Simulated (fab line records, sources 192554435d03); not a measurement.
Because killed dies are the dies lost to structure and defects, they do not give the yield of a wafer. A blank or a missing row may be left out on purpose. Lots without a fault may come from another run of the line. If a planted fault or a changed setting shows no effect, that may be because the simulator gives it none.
3 desks, one fault || flow n5Finfet || each desk has only its own numbers; what lay behind them comes last

## AT THE METROLOGY DESK
What the gauges read, lot by lot, whatever tool the lot ran on: means of the sampled wafers that have a number. Any lot whose mean is over 4 standard deviations away from the usual mean is out of limits and marked OUT; that distance is given in the brackets.
Columns: A = M13_ILD_THK at N5_BEOL_M13_THK_MEAS_01, usual 837 nm; B = cdNm at N5_BEOL_M13_CD_MEAS_17, usual 190.5 nm
{"lot": "L439", "first seen here": "day 12 05:06", "A": 843, "B": 191.1}
{"lot": "L442", "first seen here": "day 12 12:05", "A": 842, "B": 192.0}
{"lot": "L440", "first seen here": "day 12 13:41", "A": 835, "B": 189.5}
{"lot": "L449", "first seen here": "day 14 03:56", "A": 824, "B": 190.9}
{"lot": "L454", "first seen here": "day 14 23:26", "A": "1068 (+25) OUT", "B": 193.5}
{"lot": "L451", "first seen here": "day 15 19:20", "A": "989 (+16) OUT", "B": 191.8}
{"lot": "L461", "first seen here": "day 18 03:52", "A": 836, "B": 191.0}
{"lot": "L460", "first seen here": "day 18 04:12", "A": 847, "B": 189.1}
Finding of this desk: L451, L454 out of limits, first seen on L454 at day 14 23:26 (M13_ILD_THK at N5_BEOL_M13_THK_MEAS_01). L439, L442, L440, L449, L461, L460 stayed within limits.

## AT THE TOOL OWNER'S DESK: pecvd-03
The tool's own readings at N5_BEOL_M13_ILD_DEP_00 (deposits SiOC from DEMS/O2, target thk 837.92 nm, time 166.4 s): means of the sampled wafers that have a number, for each lot that ran on this tool. Any lot whose mean is over 4 standard deviations away from the usual mean is out of limits and marked OUT; that distance is given in the brackets.
Columns: A = heaterPowerW at N5_BEOL_M13_ILD_DEP_00, usual 506 W; B = runLengthS at N5_BEOL_M13_ILD_DEP_00, usual 211.0 s; C = showerheadPlenumPTorr at N5_BEOL_M13_ILD_DEP_00, usual 5.691 Torr; D = throttleValvePct at N5_BEOL_M13_ILD_DEP_00, usual 12.2 %
{"lot": "L439", "first seen here": "day 12 04:57", "A": 481, "B": 211.4, "C": 5.689, "D": 11.7}
{"lot": "L442", "first seen here": "day 12 11:56", "A": 522, "B": 211.0, "C": 5.711, "D": 12.3}
{"lot": "L449", "first seen here": "day 14 03:47", "A": 558, "B": 211.1, "C": 5.696, "D": 12.5}
{"lot": "L454", "first seen here": "day 14 23:17", "A": 488, "B": "256.6 (+79) OUT", "C": 5.684, "D": 12.6}
{"lot": "L451", "first seen here": "day 15 19:11", "A": 498, "B": "241.5 (+53) OUT", "C": 5.696, "D": 12.3}
This desk finds L451, L454 out of limits, L454 being first, at day 14 23:17 (runLengthS at N5_BEOL_M13_ILD_DEP_00). L439, L442, L449 stayed within limits.

## THE DEFECT DESK
Inspection counts along the route, by lot: the mean over sampled wafers that carry a number. Any lot whose mean is over 4 standard deviations away from the usual mean is out of limits and marked OUT; that distance is given in the brackets.
Columns: A = rawDefectCount at N5_BEOL_M13_INSPECT_12, usual 2.0
{"lot": "L439", "first seen here": "day 12 05:35", "A": 2.0}
{"lot": "L442", "first seen here": "day 12 12:27", "A": 1.3}
{"lot": "L440", "first seen here": "day 12 14:10", "A": 2.0}
{"lot": "L449", "first seen here": "day 14 04:18", "A": 4.3}
{"lot": "L454", "first seen here": "day 14 23:55", "A": 2.5}
{"lot": "L451", "first seen here": "day 15 19:42", "A": 2.7}
{"lot": "L461", "first seen here": "day 18 04:21", "A": 2.0}
{"lot": "L460", "first seen here": "day 18 04:41", "A": 1.0}
This desk's verdict: no lot among the 8 shows anything out of limits.

## ALL TOGETHER
At day 14 23:17, on L451, L454, the tool owner's desk was in a position to raise an alarm.
L451, L454 would have let the metrology desk raise an alarm at day 14 23:26.
Nothing the defect desk looked at was out of limits.
The defect desk has L451, L454 on record, within its limits.
Of the lots named, all ran N5_BEOL_M13_ILD_DEP_00 on pecvd-03.

## WHAT WAS PUT IN BY THE SIMULATOR
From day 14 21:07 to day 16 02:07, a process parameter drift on pecvd-03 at N5_BEOL_M13_ILD_DEP_00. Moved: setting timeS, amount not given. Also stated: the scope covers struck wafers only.
Lots struck among those shown: L451, L454.
Counting hours from when the fault started, the first reading out of limits came at 2 for the tool owner's desk and at 2 for the metrology desk.
